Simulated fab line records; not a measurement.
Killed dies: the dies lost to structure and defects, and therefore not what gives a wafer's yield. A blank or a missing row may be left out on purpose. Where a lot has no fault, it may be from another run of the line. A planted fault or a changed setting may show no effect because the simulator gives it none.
Matching of chambers :: flow nand-harc :: 4 sister chambers for NHARC_P_M2_ETCH_35 on rie-diel-09
The step etches the open film in N2/H2, target depth 40 nm, overetch 12 nm, time 43.94 s. 39 wafers are shown with their chamber, then 12 later ones without.

== EACH WAFER AND ITS CHAMBER ==
wafer: L075.1
chamber: 3
showerhead-plenum-p-Torr (Torr): 1.93
drypump-motor-current-A (A): 5.0
rf-vpp-V (V): 427.4

wafer: L075.4
chamber: 0
showerhead-plenum-p-Torr (Torr): 1.97
drypump-motor-current-A (A): 5.6
rf-vpp-V (V): 429.7

wafer: L075.5
chamber: 0
showerhead-plenum-p-Torr (Torr): 1.97
drypump-motor-current-A (A): 5.6
rf-vpp-V (V): 430.3

wafer: L076.2
chamber: 0
showerhead-plenum-p-Torr (Torr): 1.97
drypump-motor-current-A (A): 5.5
rf-vpp-V (V): 427.1

wafer: L076.4
chamber: 3
showerhead-plenum-p-Torr (Torr): 1.93
drypump-motor-current-A (A): 5.0
rf-vpp-V (V): 430.5

wafer: L076.6
chamber: 1
showerhead-plenum-p-Torr (Torr): 1.92
drypump-motor-current-A (A): 5.3
rf-vpp-V (V): 428.2

wafer: L078.3
chamber: 1
showerhead-plenum-p-Torr (Torr): 1.92
drypump-motor-current-A (A): 5.3
rf-vpp-V (V): 426.5

wafer: L078.4
chamber: 0
showerhead-plenum-p-Torr (Torr): 1.97
drypump-motor-current-A (A): 5.6
rf-vpp-V (V): 429.7

wafer: L078.6
chamber: 1
showerhead-plenum-p-Torr (Torr): 1.92
drypump-motor-current-A (A): 5.3
rf-vpp-V (V): 426.8

wafer: L080.3
chamber: 0
showerhead-plenum-p-Torr (Torr): 1.97
drypump-motor-current-A (A): 5.6
rf-vpp-V (V): 428.6

wafer: L080.4
chamber: 3
showerhead-plenum-p-Torr (Torr): 1.92
drypump-motor-current-A (A): 5.1
rf-vpp-V (V): 428.4

wafer: L080.5
chamber: 3
showerhead-plenum-p-Torr (Torr): 1.92
drypump-motor-current-A (A): 5.1
rf-vpp-V (V): 427.2

wafer: L082.1
chamber: 0
showerhead-plenum-p-Torr (Torr): 1.97
drypump-motor-current-A (A): 5.6
rf-vpp-V (V): 427.9

wafer: L082.2
chamber: 1
showerhead-plenum-p-Torr (Torr): 1.92
drypump-motor-current-A (A): 5.3
rf-vpp-V (V): 428.0

wafer: L082.4
chamber: 1
showerhead-plenum-p-Torr (Torr): 1.92
drypump-motor-current-A (A): 5.3
rf-vpp-V (V): 425.9

wafer: L083.2
chamber: 3
showerhead-plenum-p-Torr (Torr): 1.92
drypump-motor-current-A (A): 5.1
rf-vpp-V (V): 428.1

wafer: L083.3
chamber: 1
showerhead-plenum-p-Torr (Torr): 1.92
drypump-motor-current-A (A): 5.3
rf-vpp-V (V): 427.8

wafer: L083.5
chamber: 3
showerhead-plenum-p-Torr (Torr): 1.93
drypump-motor-current-A (A): 5.1
rf-vpp-V (V): 427.9

wafer: L084.1
chamber: 3
showerhead-plenum-p-Torr (Torr): 1.92
drypump-motor-current-A (A): 5.0
rf-vpp-V (V): 426.8

wafer: L084.2
chamber: 0
showerhead-plenum-p-Torr (Torr): 1.97
drypump-motor-current-A (A): 5.6
rf-vpp-V (V): 430.1

wafer: L084.3
chamber: 2
showerhead-plenum-p-Torr (Torr): 2.07
drypump-motor-current-A (A): 5.6
rf-vpp-V (V): 431.7

wafer: L084.4
chamber: 1
showerhead-plenum-p-Torr (Torr): 1.92
drypump-motor-current-A (A): 5.3
rf-vpp-V (V): 427.3

wafer: L084.5
chamber: 3
showerhead-plenum-p-Torr (Torr): 1.92
drypump-motor-current-A (A): 5.0
rf-vpp-V (V): 427.3

wafer: L084.6
chamber: 2
showerhead-plenum-p-Torr (Torr): 2.07
drypump-motor-current-A (A): 5.6
rf-vpp-V (V): 429.5

wafer: L085.1
chamber: 3
showerhead-plenum-p-Torr (Torr): 1.92
drypump-motor-current-A (A): 5.0
rf-vpp-V (V): 427.9

wafer: L085.2
chamber: 1
showerhead-plenum-p-Torr (Torr): 1.92
drypump-motor-current-A (A): 5.3
rf-vpp-V (V): 426.5

wafer: L085.4
chamber: 0
showerhead-plenum-p-Torr (Torr): 1.97
drypump-motor-current-A (A): 5.6
rf-vpp-V (V): 431.0

wafer: L086.1
chamber: 2
showerhead-plenum-p-Torr (Torr): 2.07
drypump-motor-current-A (A): 5.6
rf-vpp-V (V): 431.6

wafer: L086.2
chamber: 3
showerhead-plenum-p-Torr (Torr): 1.92
drypump-motor-current-A (A): 5.0
rf-vpp-V (V): 426.1

wafer: L086.4
chamber: 0
showerhead-plenum-p-Torr (Torr): 1.97
drypump-motor-current-A (A): 5.6
rf-vpp-V (V): 429.3

wafer: L087.2
chamber: 2
showerhead-plenum-p-Torr (Torr): 2.07
drypump-motor-current-A (A): 5.6
rf-vpp-V (V): 432.0

wafer: L087.4
chamber: 3
showerhead-plenum-p-Torr (Torr): 1.92
drypump-motor-current-A (A): 5.0
rf-vpp-V (V): 426.6

wafer: L087.5
chamber: 3
showerhead-plenum-p-Torr (Torr): 1.92
drypump-motor-current-A (A): 5.0
rf-vpp-V (V): 427.7

wafer: L088.2
chamber: 1
showerhead-plenum-p-Torr (Torr): 1.92
drypump-motor-current-A (A): 5.3
rf-vpp-V (V): 427.3

wafer: L088.4
chamber: 0
showerhead-plenum-p-Torr (Torr): 1.97
drypump-motor-current-A (A): 5.6
rf-vpp-V (V): 428.6

wafer: L088.5
chamber: 0
showerhead-plenum-p-Torr (Torr): 1.97
drypump-motor-current-A (A): 5.6
rf-vpp-V (V): 430.7

wafer: L089.1
chamber: 2
showerhead-plenum-p-Torr (Torr): 2.06
drypump-motor-current-A (A): 5.6
rf-vpp-V (V): 430.1

wafer: L089.3
chamber: 3
showerhead-plenum-p-Torr (Torr): 1.92
drypump-motor-current-A (A): 5.1
rf-vpp-V (V): 427.3

wafer: L089.4
chamber: 1
showerhead-plenum-p-Torr (Torr): 1.92
drypump-motor-current-A (A): 5.3
rf-vpp-V (V): 428.1

SIGNATURES (averages over the wafers above)
reading: showerhead-plenum-p-Torr
chamber 0: 1.9700
chamber 1: 1.9200
chamber 2: 2.0680
chamber 3: 1.9223
scatter within a chamber: 0.00298

reading: drypump-motor-current-A
chamber 0: 5.591
chamber 1: 5.300
chamber 2: 5.600
chamber 3: 5.038
scatter within a chamber: 0.0337

reading: rf-vpp-V
chamber 0: 429.364
chamber 1: 427.240
chamber 2: 430.980
chamber 3: 427.631
scatter within a chamber: 1.05
Rule: a wafer lies at a distance from a chamber equal to the root of the sum of squares, over the readings, of (its reading less the chamber's mean, divided by the reading's scatter). The wafer belongs to the nearest chamber; if the next one is less than 2 further off, it can't be placed. How the scatter is found: for the shown wafers, subtract from each reading the mean of its chamber, square and add these, divide the total by (wafers less chambers), then take the root.

== WAFERS WHOSE CHAMBER IS MISSING ==
wafer: L090.1
showerhead-plenum-p-Torr (Torr): 1.92
drypump-motor-current-A (A): 5.3
rf-vpp-V (V): 426.7

wafer: L090.3
showerhead-plenum-p-Torr (Torr): 1.92
drypump-motor-current-A (A): 5.1
rf-vpp-V (V): 428.5

wafer: L090.6
showerhead-plenum-p-Torr (Torr): 1.97
drypump-motor-current-A (A): 5.6
rf-vpp-V (V): 430.0

wafer: L091.2
showerhead-plenum-p-Torr (Torr): 1.97
drypump-motor-current-A (A): 5.6
rf-vpp-V (V): 429.1

wafer: L091.3
showerhead-plenum-p-Torr (Torr): 1.92
drypump-motor-current-A (A): 5.1
rf-vpp-V (V): 427.2

wafer: L091.4
showerhead-plenum-p-Torr (Torr): 1.92
drypump-motor-current-A (A): 5.1
rf-vpp-V (V): 426.8

wafer: L092.3
showerhead-plenum-p-Torr (Torr): 2.06
drypump-motor-current-A (A): 5.6
rf-vpp-V (V): 431.3

wafer: L092.4
showerhead-plenum-p-Torr (Torr): 1.97
drypump-motor-current-A (A): 5.6
rf-vpp-V (V): 427.7

wafer: L092.6
showerhead-plenum-p-Torr (Torr): 2.06
drypump-motor-current-A (A): 5.5
rf-vpp-V (V): 431.4

wafer: L094.2
showerhead-plenum-p-Torr (Torr): 1.92
drypump-motor-current-A (A): 5.3
rf-vpp-V (V): 427.5

wafer: L094.3
showerhead-plenum-p-Torr (Torr): 2.06
drypump-motor-current-A (A): 5.6
rf-vpp-V (V): 431.1

wafer: L094.4
showerhead-plenum-p-Torr (Torr): 1.97
drypump-motor-current-A (A): 5.6
rf-vpp-V (V): 428.3

== CHAMBER TAKEN BY EACH ==
wafer: L090.1
from the rows above: 1
in truth: 1

wafer: L090.3
from the rows above: 3
in truth: 3

wafer: L090.6
from the rows above: 0
in truth: 0

wafer: L091.2
from the rows above: 0
in truth: 0

wafer: L091.3
from the rows above: 3
in truth: 3

wafer: L091.4
from the rows above: 3
in truth: 3

wafer: L092.3
from the rows above: 2
in truth: 2

wafer: L092.4
from the rows above: 0
in truth: 0

wafer: L092.6
from the rows above: 2
in truth: 2

wafer: L094.2
from the rows above: 1
in truth: 1

wafer: L094.3
from the rows above: 2
in truth: 2

wafer: L094.4
from the rows above: 0
in truth: 0
Correctly placed: 12 of 12. From these rows, 0 cannot be placed. Wrongly placed: 0.
